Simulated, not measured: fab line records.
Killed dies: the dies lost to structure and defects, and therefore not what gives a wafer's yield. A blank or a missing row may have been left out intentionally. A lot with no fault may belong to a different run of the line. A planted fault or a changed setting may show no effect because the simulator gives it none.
fab line records    flow nand-harc    part 1 of 2: steps 1 to 32 of 45
record lots=5  wafers=15  last-day=24
route steps=1159 shown P_GATE@170
lots that met no fault: taken from a fault-free run of the same line
start-h: start of the lot's first displayed wafer, in hours after the record's first day    wait-h: hours from the lot's prior step to this one    " unchanged from the row above    L1.1+2: a row that stands for several wafers    - either no value or no given start    * or withheld: withheld    < > ~ a bound
route shown NAME@n: names a module that has steps shown in the file, with the first one's number in the route    usual: the fault-free wafers' mean and standard deviation    same: alike in all rows    chamber/n: place in a boat    sites: the reading at each site    _std_site: standard deviation of those values    _edge_site: mean of outer sites minus mean of inner sites    radius-mm: how far each site lies from the wafer's centre    mask NAME#n: copy n    behind: the most recent tool/chamber to have shaped the wafer    hold: the reason the lot was held/the length of the hold in hours/how it ended    device: the n, p or np transistor that did not switch    end of line: the same wafers' tests at the end of the route    a step without rows: its recipe alone    killed: dies lost to structure and defects at the first sort, not the wafer's yield    map: a wafer's dies, marking killed ones x, the rest . and places with no die _
set.NAME: the setting that was run; set.NAME@STEP: the one run at that earlier step    model.NAME: the simulator's own value behind a step, which no gauge read
lots seen at some steps along the route; tables by step, rows by wafer
services: the hour from which a tool's chamber was out of use, counted from the record's first day as start-h (under 0 if before that day), plus the number of hours and why
## steps
# step NHARC_P_GATE_CD_MEAS_46
# recipe target-cd-nm=720  landing-energy-ev=500
# usual cd-nm=719.8/1.6
lot.wafer  tool       chamber  start-h  wait-h  cd-nm
L077.1     cd-sem-01  0        117.21   -       717.2
L077.5     "          0        "        "       718.0
L077.6     "          0        "        "       718.2
L080.3     cd-sem-01  0        141.75   -       719.4
L080.4     "          0        "        "       719.0
L080.5     "          0        "        "       718.6
L085.1     cd-sem-03  0        181.61   -       719.9
L085.4     "          0        "        "       721.1
L085.6     "          0        "        "       721.3
L094.1     cd-sem-01  0        213.93   -       719.7
L094.4     "          0        "        "       720.2
L094.5     "          0        "        "       720.3
L097.3     cd-sem-02  0        231.66   -       718.3
L097.5     "          0        "        "       718.8
L097.6     "          0        "        "       718.9
# step NHARC_P_GATE_HARDBAKE_47
# recipe temp-c=125  time-s=80
lot.wafer   tool            chamber  start-h  wait-h
L077.1+5+6  litho-track-02  0        117.29   -
L080.3+4+5  litho-track-02  0        141.83   -
L085.1+4+6  litho-track-05  0        181.69   -
L094.1+4+5  litho-track-02  0        214.01   -
L097.3+5+6  litho-track-07  0        231.74   -
# step NHARC_P_GATE_DESCUM_48
# recipe time-s=3  o2-flow-sccm=200  ar-flow-sccm=0  bias-power-w=0  chemistry=O2
# usual drypump-motor-current-A=5.8/0.54  oes-product-au=1.001/0.008  rf-vpp-V=57.6/0.91  showerhead-plenum-p-Torr=1.90/0.081  throttle-valve-pct=11.311/0.0087
lot.wafer  tool         chamber  start-h  wait-h  drypump-motor-current-A  oes-product-au  rf-hours-counter-h  rf-vpp-V  showerhead-plenum-p-Torr  throttle-valve-pct
L077.1     rie-diel-05  2        117.40   -       6.1                      1.006           48                  58.8      2.04                      11.306
L077.5     "            0        "        "       5.8                      1.003           -                   58.1      1.97                      11.316
L077.6     "            1        "        "       6.0                      0.991           -                   58.8      1.93                      11.301
L080.4     rie-diel-04  1        141.92   -       5.3                      0.991           4                   56.6      1.83                      11.312
L080.3     "            3        "        "       4.9                      1.002           3                   56.9      1.80                      11.309
L080.5     "            0        "        "       6.4                      0.998           -                   57.8      1.94                      11.321
L085.4     rie-diel-02  1        181.79   -       6.2                      1.015           6                   57.7      1.80                      11.301
L085.1     "            3        "        "       6.4                      1.005           8                   56.4      1.80                      11.313
L085.6     "            1        "        "       6.3                      1.025           -                   57.5      1.80                      11.314
L094.1     rie-diel-04  2        214.10   -       5.2                      1.006           18                  58.8      2.01                      11.313
L094.4     "            3        "        "       4.9                      1.014           17                  57.2      1.80                      11.316
L094.5     "            1        "        "       5.3                      0.988           -                   56.8      1.83                      11.306
L097.3     rie-diel-02  0        231.81   -       5.6                      1.006           25                  57.1      1.80                      11.306
L097.6     "            0        "        "       5.7                      1.004           -                   57.2      1.80                      11.310
L097.5     "            1        "        "       6.3                      1.017           -                   56.6      1.79                      11.287
# step NHARC_P_GATE_IMPLANT_49
# recipe energy-kev=30  dose-cm2=3e+15  tilt-deg=7
# usual beam-on-s=33.2/0.84
lot.wafer  tool          chamber  start-h  wait-h  beam-on-s
L077.1     implanter-01  0        117.52   0.1     33.9
L077.5     "             0        "        "       33.8
L077.6     "             0        "        "       34.6
L080.3     implanter-01  0        142.12   0.2     34.1
L080.4     "             0        "        "       34.5
L080.5     "             0        "        "       34.3
L085.1     implanter-01  0        181.92   0.1     33.6
L085.4     "             0        "        "       33.6
L085.6     "             0        "        "       33.6
L094.1     implanter-02  0        214.24   0.1     33.3
L094.4     "             0        "        "       33.4
L094.5     "             0        "        "       32.5
L097.3     implanter-02  0        232.04   0.2     32.3
L097.5     "             0        "        "       33.4
L097.6     "             0        "        "       31.6
# step NHARC_P_GATE_STRIP_111
# recipe power-w=1500  temp-c=110  time-s=250  chemistry=N2/H2
# usual drypump-motor-current-A=5.6/0.59  heater-power-w=85/3.9
lot.wafer  tool             chamber  start-h  wait-h  drypump-motor-current-A  heater-power-w  rf-hours-counter-h
L077.1     plasma-asher-02  0        117.74   0.2     4.9                      88              30
L077.6     "                0        "        "       4.9                      83              -
L077.5     "                1        "        "       6.1                      80              -
L080.3     plasma-asher-02  1        142.38   0.2     6.1                      82              -
L080.4     "                0        "        "       4.9                      86              -
L080.5     "                0        "        "       4.9                      85              -
L085.1     plasma-asher-02  0        182.19   0.2     4.9                      87              52
L085.4     "                1        "        "       6.1                      79              -
L085.6     "                1        "        "       6.1                      80              -
L094.1     plasma-asher-01  1        214.46   0.2     6.2                      81              38
L094.4     "                0        "        "       5.2                      88              -
L094.5     "                0        "        "       5.2                      91              -
L097.3     plasma-asher-02  0        232.35   0.3     4.9                      82              -
L097.5     "                1        "        "       6.1                      88              -
L097.6     "                0        "        "       4.9                      80              -
# step NHARC_P_GATE_STRIP_75
# recipe power-w=1500  temp-c=250  chemistry=O2
# usual drypump-motor-current-A=5.6/0.59  heater-power-w=319/15
lot.wafer  tool             chamber  start-h  wait-h  drypump-motor-current-A  heater-power-w  rf-hours-counter-h
L077.1     plasma-asher-02  0        118.05   0.3     4.9                      320             30
L077.6     "                0        "        "       4.9                      313             -
L077.5     "                1        "        "       6.1                      292             -
L080.3     plasma-asher-02  1        142.60   0.2     6.1                      299             -
L080.4     "                0        "        "       4.9                      318             -
L080.5     "                0        "        "       4.9                      320             -
L085.1     plasma-asher-02  0        182.46   0.2     4.9                      327             53
L085.4     "                1        "        "       6.1                      302             -
L085.6     "                1        "        "       6.1                      301             -
L094.1     plasma-asher-01  1        214.76   0.3     6.2                      312             38
L094.4     "                0        "        "       5.2                      331             -
L094.5     "                0        "        "       5.2                      339             -
L097.3     plasma-asher-02  0        232.54   0.1     4.9                      310             -
L097.5     "                1        "        "       6.1                      338             -
L097.6     "                0        "        "       4.9                      307             -
# step NHARC_P_GATE_STRIP_50
# recipe time-s=900  temp-c=130  chemistry=SPM
lot.wafer   tool          chamber  start-h  wait-h
L077.6+5+1  wet-bench-05  4,6,7    118.22   0.1
L080.4+5+3  wet-bench-01  6,7,0    142.74   0.1
L085.4+1+6  wet-bench-05  1,2,4    182.60   0.1
L094.4+5+1  wet-bench-09  6,7,1    214.92   0.1
L097.5+3+6  wet-bench-09  4,5,6    232.66   0.1
# step NHARC_P_GATE_DEHYDRATE_51
# recipe temp-c=150  time-s=120
lot.wafer   tool            chamber  start-h  wait-h
L077.1+5+6  litho-track-02  0        118.55   -
L080.3+4+5  litho-track-05  0        143.08   -
L085.1+4+6  litho-track-05  0        182.95   -
L094.1+4+5  litho-track-05  0        215.26   -
L097.3+5+6  litho-track-05  0        233.00   -
# step NHARC_P_GATE_HMDS_52
# recipe time-s=30
lot.wafer   tool            chamber  start-h  wait-h
L077.1+5+6  litho-track-02  0        -        -
L080.3+4+5  litho-track-05  0        -        -
L085.1+4+6  litho-track-05  0        -        -
L094.1+4+5  litho-track-05  0        -        -
L097.3+5+6  litho-track-05  0        -        -
# step NHARC_P_GATE_COAT_53
# recipe spin-rpm=3000
lot.wafer   tool            chamber  start-h  wait-h
L077.1+5+6  litho-track-02  0        -        -
L080.3+4+5  litho-track-05  0        -        -
L085.1+4+6  litho-track-05  0        -        -
L094.1+4+5  litho-track-05  0        -        -
L097.3+5+6  litho-track-05  0        -        -
# step NHARC_P_GATE_SOFTBAKE_54
# recipe temp-c=122  time-s=95
lot.wafer   tool            chamber  start-h  wait-h
L077.1+5+6  litho-track-02  0        -        -
L080.3+4+5  litho-track-05  0        -        -
L085.1+4+6  litho-track-05  0        -        -
L094.1+4+5  litho-track-05  0        -        -
L097.3+5+6  litho-track-05  0        -        -
# step NHARC_P_GATE_EBR_55
lot.wafer   tool            chamber  start-h  wait-h
L077.1+5+6  litho-track-02  0        -        -
L080.3+4+5  litho-track-05  0        -        -
L085.1+4+6  litho-track-05  0        -        -
L094.1+4+5  litho-track-05  0        -        -
L097.3+5+6  litho-track-05  0        -        -
# step NHARC_P_GATE_EXPOSE_56
# recipe na=0.6  target-cd-nm=720  dose-mj=14.81  mask-id=P_PSD
# usual reticle-temp-C=23.01/0.11
lot.wafer  tool            chamber  start-h  wait-h  mask     reticle-temp-C
L077.1     krf-scanner-01  0        118.82   -       P_PSD#0  22.99
L077.5     "               0        "        "       P_PSD#0  23.10
L077.6     "               0        "        "       P_PSD#0  23.07
L080.3     krf-scanner-02  0        143.36   -       P_PSD#0  23.08
L080.4     "               0        "        "       P_PSD#0  23.05
L080.5     "               0        "        "       P_PSD#0  23.01
L085.1     krf-scanner-02  0        183.09   -       P_PSD#0  23.00
L085.4     "               0        "        "       P_PSD#0  22.92
L085.6     "               0        "        "       P_PSD#0  22.83
L094.1     krf-scanner-01  0        215.53   -       P_PSD#0  22.96
L094.4     "               0        "        "       P_PSD#0  22.95
L094.5     "               0        "        "       P_PSD#0  22.99
L097.3     krf-scanner-02  0        233.28   -       P_PSD#0  23.04
L097.5     "               0        "        "       P_PSD#0  23.11
L097.6     "               0        "        "       P_PSD#0  23.09
# step NHARC_P_GATE_PEB_57
# recipe peb-temp-c=118  peb-time-s=85
lot.wafer   tool            chamber  start-h  wait-h
L077.1+5+6  litho-track-05  0        118.88   0.1
L080.3+4+5  litho-track-05  0        143.41   0.1
L085.1+4+6  litho-track-07  0        183.16   0.1
L094.1+4+5  litho-track-07  0        215.60   0.1
L097.3+5+6  litho-track-05  0        233.34   0.1
# step NHARC_P_GATE_DEVELOP_58
# recipe time-s=70
lot.wafer   tool            chamber  start-h  wait-h
L077.1+5+6  litho-track-05  0        -        -
L080.3+4+5  litho-track-05  0        -        -
L085.1+4+6  litho-track-07  0        -        -
L094.1+4+5  litho-track-07  0        -        -
L097.3+5+6  litho-track-05  0        -        -
# step NHARC_P_GATE_CD_MEAS_59
# recipe target-cd-nm=720  landing-energy-ev=500
# usual cd-nm=719.3/1.3
lot.wafer  tool       chamber  start-h  wait-h  cd-nm
L077.1     cd-sem-02  0        118.97   -       720.6
L077.5     "          0        "        "       719.6
L077.6     "          0        "        "       721.1
L080.3     cd-sem-03  0        143.51   -       720.2
L080.4     "          0        "        "       719.7
L080.5     "          0        "        "       719.1
L085.1     cd-sem-02  0        183.26   -       722.3
L085.4     "          0        "        "       720.9
L085.6     "          0        "        "       721.8
L094.1     cd-sem-02  0        215.69   -       721.5
L094.4     "          0        "        "       719.9
L094.5     "          0        "        "       719.8
L097.3     cd-sem-01  0        233.43   -       717.1
L097.5     "          0        "        "       717.9
L097.6     "          0        "        "       716.7
# step NHARC_P_GATE_HARDBAKE_60
# recipe temp-c=125  time-s=80
lot.wafer   tool            chamber  start-h  wait-h
L077.1+5+6  litho-track-05  0        119.05   -
L080.3+4+5  litho-track-05  0        143.59   -
L085.1+4+6  litho-track-07  0        183.34   -
L094.1+4+5  litho-track-05  0        215.76   -
L097.3+5+6  litho-track-07  0        233.51   -
# step NHARC_P_GATE_DESCUM_61
# recipe time-s=3  o2-flow-sccm=200  ar-flow-sccm=0  bias-power-w=0  chemistry=O2
# usual drypump-motor-current-A=5.8/0.54  oes-product-au=1.002/0.0073  rf-vpp-V=57.7/0.92  showerhead-plenum-p-Torr=1.90/0.08  throttle-valve-pct=11.311/0.0092
lot.wafer  tool         chamber  start-h  wait-h  drypump-motor-current-A  oes-product-au  rf-hours-counter-h  rf-vpp-V  showerhead-plenum-p-Torr  throttle-valve-pct
L077.1     rie-diel-05  1        119.17   -       5.9                      1.001           46                  57.3      1.93                      11.314
L077.5     "            2        "        "       6.2                      0.998           -                   57.7      2.04                      11.305
L077.6     "            3        "        "       6.6                      0.988           -                   58.4      1.92                      11.305
L080.3     rie-diel-02  1        143.69   -       6.3                      1.004           52                  57.7      1.80                      11.307
L080.4     "            2        "        "       5.3                      1.005           51                  57.3      1.90                      11.309
L080.5     "            3        "        "       6.4                      1.007           -                   57.4      1.80                      11.320
L085.4     rie-diel-02  3        183.43   -       6.4                      1.001           9                   58.5      1.80                      11.303
L085.1     "            0        "        "       5.7                      1.004           7                   57.3      1.81                      11.322
L085.6     "            2        "        "       5.3                      0.996           -                   57.9      1.90                      11.314
L094.1     rie-diel-04  2        215.85   -       5.3                      1.001           19                  57.1      2.01                      11.311
L094.4     "            3        "        "       4.9                      1.021           17                  58.2      1.80                      11.306
L094.5     "            2        "        "       5.3                      1.004           -                   58.5      2.01                      11.303
L097.3     rie-diel-05  3        233.62   -       6.6                      1.003           17                  58.1      1.91                      11.304
L097.5     "            1        "        "       5.9                      0.996           -                   58.4      1.92                      11.326
L097.6     "            2        "        "       6.2                      0.994           -                   58.5      2.02                      11.305
# step NHARC_P_GATE_IMPLANT_62
# recipe energy-kev=20  dose-cm2=3e+15  tilt-deg=7
# usual beam-on-s=33.2/0.92
lot.wafer  tool          chamber  start-h  wait-h  beam-on-s
L077.1     implanter-01  0        119.28   0.1     34.1
L077.5     "             0        "        "       34.9
L077.6     "             0        "        "       35.1
L080.3     implanter-02  0        143.87   0.2     33.3
L080.4     "             0        "        "       33.2
L080.5     "             0        "        "       32.1
L085.1     implanter-02  0        183.56   0.1     32.3
L085.4     "             0        "        "       33.7
L085.6     "             0        "        "       31.0
L094.1     implanter-02  0        215.99   0.1     33.8
L094.4     "             0        "        "       33.5
L094.5     "             0        "        "       32.2
L097.3     implanter-01  0        233.80   0.2     34.8
L097.5     "             0        "        "       33.2
L097.6     "             0        "        "       34.0
# step NHARC_P_GATE_STRIP_112
# recipe power-w=1500  temp-c=110  time-s=200  chemistry=N2/H2
# usual drypump-motor-current-A=5.6/0.59  heater-power-w=85/4.2
lot.wafer  tool             chamber  start-h  wait-h  drypump-motor-current-A  heater-power-w  rf-hours-counter-h
L077.1     plasma-asher-01  1        119.50   0.2     6.3                      82              4
L077.5     "                1        "        "       6.3                      83              -
L077.6     "                0        "        "       5.2                      89              -
L080.3     plasma-asher-01  1        144.12   0.2     6.3                      82              -
L080.4     "                0        "        "       5.2                      91              -
L080.5     "                1        "        "       6.2                      83              -
L085.1     plasma-asher-01  0        183.79   0.2     5.2                      90              23
L085.4     "                0        "        "       5.2                      89              -
L085.6     "                1        "        "       6.3                      83              -
L094.1     plasma-asher-02  0        216.25   0.2     4.9                      81              6
L094.4     "                0        "        "       4.9                      82              -
L094.5     "                0        "        "       4.8                      81              -
L097.3     plasma-asher-02  1        234.10   0.3     6.1                      88              -
L097.6     "                0        "        "       4.8                      82              -
L097.5     "                1        "        "       6.1                      90              -
# step NHARC_P_GATE_STRIP_76
# recipe power-w=1500  temp-c=250  chemistry=O2
# usual drypump-motor-current-A=5.6/0.59  heater-power-w=320/16
lot.wafer  tool             chamber  start-h  wait-h  drypump-motor-current-A  heater-power-w  rf-hours-counter-h
L077.1     plasma-asher-01  1        119.77   0.2     6.3                      312             4
L077.5     "                1        "        "       6.3                      308             -
L077.6     "                0        "        "       5.2                      334             -
L080.3     plasma-asher-01  1        144.31   0.2     6.3                      308             -
L080.4     "                0        "        "       5.2                      339             -
L080.5     "                1        "        "       6.3                      307             -
L085.1     plasma-asher-01  0        184.04   0.2     5.2                      339             23
L085.4     "                0        "        "       5.2                      337             -
L085.6     "                1        "        "       6.3                      303             -
L094.1     plasma-asher-02  0        216.48   0.2     4.8                      311             6
L094.4     "                0        "        "       4.9                      300             -
L094.5     "                0        "        "       4.9                      301             -
L097.3     plasma-asher-02  1        234.26   0.1     6.1                      344             -
L097.6     "                0        "        "       4.9                      303             -
L097.5     "                1        "        "       6.1                      333             -
# step NHARC_P_GATE_STRIP_63
# recipe time-s=900  temp-c=130  chemistry=SPM
lot.wafer   tool          chamber  start-h  wait-h
L077.6+5+1  wet-bench-05  7,0,3    119.91   0.1
L080.3+4+5  wet-bench-05  4,5,7    144.44   0.1
L085.4+1+6  wet-bench-05  0,1,2    184.18   0.1
L094.4+5+1  wet-bench-05  3,5,7    216.62   0.1
L097.6+5+3  wet-bench-01  5,7,1    234.38   0.1
# step NHARC_P_GATE_DEHYDRATE_83
# recipe temp-c=150  time-s=120
lot.wafer   tool            chamber  start-h  wait-h
L077.1+5+6  litho-track-07  0        120.26   -
L080.3+4+5  litho-track-02  0        144.80   -
L085.1+4+6  litho-track-07  0        184.55   -
L094.1+4+5  litho-track-02  0        216.96   -
L097.3+5+6  litho-track-07  0        234.74   -
# step NHARC_P_GATE_HMDS_84
# recipe time-s=30
lot.wafer   tool            chamber  start-h  wait-h
L077.1+5+6  litho-track-07  0        -        -
L080.3+4+5  litho-track-02  0        -        -
L085.1+4+6  litho-track-07  0        -        -
L094.1+4+5  litho-track-02  0        -        -
L097.3+5+6  litho-track-07  0        -        -
# step NHARC_P_GATE_COAT_85
# recipe spin-rpm=3000
lot.wafer   tool            chamber  start-h  wait-h
L077.1+5+6  litho-track-07  0        -        -
L080.3+4+5  litho-track-02  0        -        -
L085.1+4+6  litho-track-07  0        -        -
L094.1+4+5  litho-track-02  0        -        -
L097.3+5+6  litho-track-07  0        -        -
# step NHARC_P_GATE_SOFTBAKE_86
# recipe temp-c=122  time-s=95
lot.wafer   tool            chamber  start-h  wait-h
L077.1+5+6  litho-track-07  0        -        -
L080.3+4+5  litho-track-02  0        -        -
L085.1+4+6  litho-track-07  0        -        -
L094.1+4+5  litho-track-02  0        -        -
L097.3+5+6  litho-track-07  0        -        -
# step NHARC_P_GATE_EBR_87
lot.wafer   tool            chamber  start-h  wait-h
L077.1+5+6  litho-track-07  0        -        -
L080.3+4+5  litho-track-02  0        -        -
L085.1+4+6  litho-track-07  0        -        -
L094.1+4+5  litho-track-02  0        -        -
L097.3+5+6  litho-track-07  0        -        -
# step NHARC_P_GATE_EXPOSE_88
# recipe na=0.6  target-cd-nm=2000  dose-mj=11.87  mask-id=P_HVN
# usual reticle-temp-C=23.03/0.12
lot.wafer  tool            chamber  start-h  wait-h  mask     reticle-temp-C
L077.1     krf-scanner-02  0        120.53   -       P_HVN#0  23.08
L077.5     "               0        "        "       P_HVN#0  22.96
L077.6     "               0        "        "       P_HVN#0  23.22
L080.3     krf-scanner-01  0        145.08   -       P_HVN#0  22.82
L080.4     "               0        "        "       P_HVN#0  23.08
L080.5     "               0        "        "       P_HVN#0  23.15
L085.1     krf-scanner-02  0        184.69   -       P_HVN#0  23.02
L085.4     "               0        "        "       P_HVN#0  22.99
L085.6     "               0        "        "       P_HVN#0  23.13
L094.1     krf-scanner-02  0        217.23   -       P_HVN#0  23.10
L094.4     "               0        "        "       P_HVN#0  22.99
L094.5     "               0        "        "       P_HVN#0  22.79
L097.3     krf-scanner-02  0        235.02   -       P_HVN#0  23.02
L097.5     "               0        "        "       P_HVN#0  22.93
L097.6     "               0        "        "       P_HVN#0  22.99
# step NHARC_P_GATE_PEB_89
# recipe peb-temp-c=118  peb-time-s=85
lot.wafer   tool            chamber  start-h  wait-h
L077.1+5+6  litho-track-07  0        120.60   0.1
L080.3+4+5  litho-track-02  0        145.13   0.1
L085.1+4+6  litho-track-05  0        184.76   0.1
L094.1+4+5  litho-track-02  0        217.30   0.1
L097.3+5+6  litho-track-05  0        235.08   0.1
# step NHARC_P_GATE_DEVELOP_90
# recipe time-s=70
lot.wafer   tool            chamber  start-h  wait-h
L077.1+5+6  litho-track-07  0        -        -
L080.3+4+5  litho-track-02  0        -        -
L085.1+4+6  litho-track-05  0        -        -
L094.1+4+5  litho-track-02  0        -        -
L097.3+5+6  litho-track-05  0        -        -
# step NHARC_P_GATE_CD_MEAS_91
# recipe target-cd-nm=2000  landing-energy-ev=500
# usual cd-nm=1999.7/1.1
lot.wafer  tool       chamber  start-h  wait-h  cd-nm
L077.1     cd-sem-03  0        120.69   -       1998.5
L077.5     "          0        "        "       1998.9
L077.6     "          0        "        "       2000.2
L080.3     cd-sem-01  0        145.23   -       2000.8
L080.4     "          0        "        "       2001.0
L080.5     "          0        "        "       2001.1
L085.1     cd-sem-03  0        184.85   -       1999.6
L085.4     "          0        "        "       2000.7
L085.6     "          0        "        "       2000.1
L094.1     cd-sem-02  0        217.39   -       2001.6
L094.4     "          0        "        "       2001.4
L094.5     "          0        "        "       2000.4
L097.3     cd-sem-03  0        235.17   -       1999.2
L097.5     "          0        "        "       1999.5
L097.6     "          0        "        "       2000.9
# step NHARC_P_GATE_HARDBAKE_92
# recipe temp-c=125  time-s=80
lot.wafer   tool            chamber  start-h  wait-h
L077.1+5+6  litho-track-02  0        120.77   -
L080.3+4+5  litho-track-07  0        145.32   -
L085.1+4+6  litho-track-02  0        184.93   -
L094.1+4+5  litho-track-05  0        217.47   -
L097.3+5+6  litho-track-07  0        235.25   -
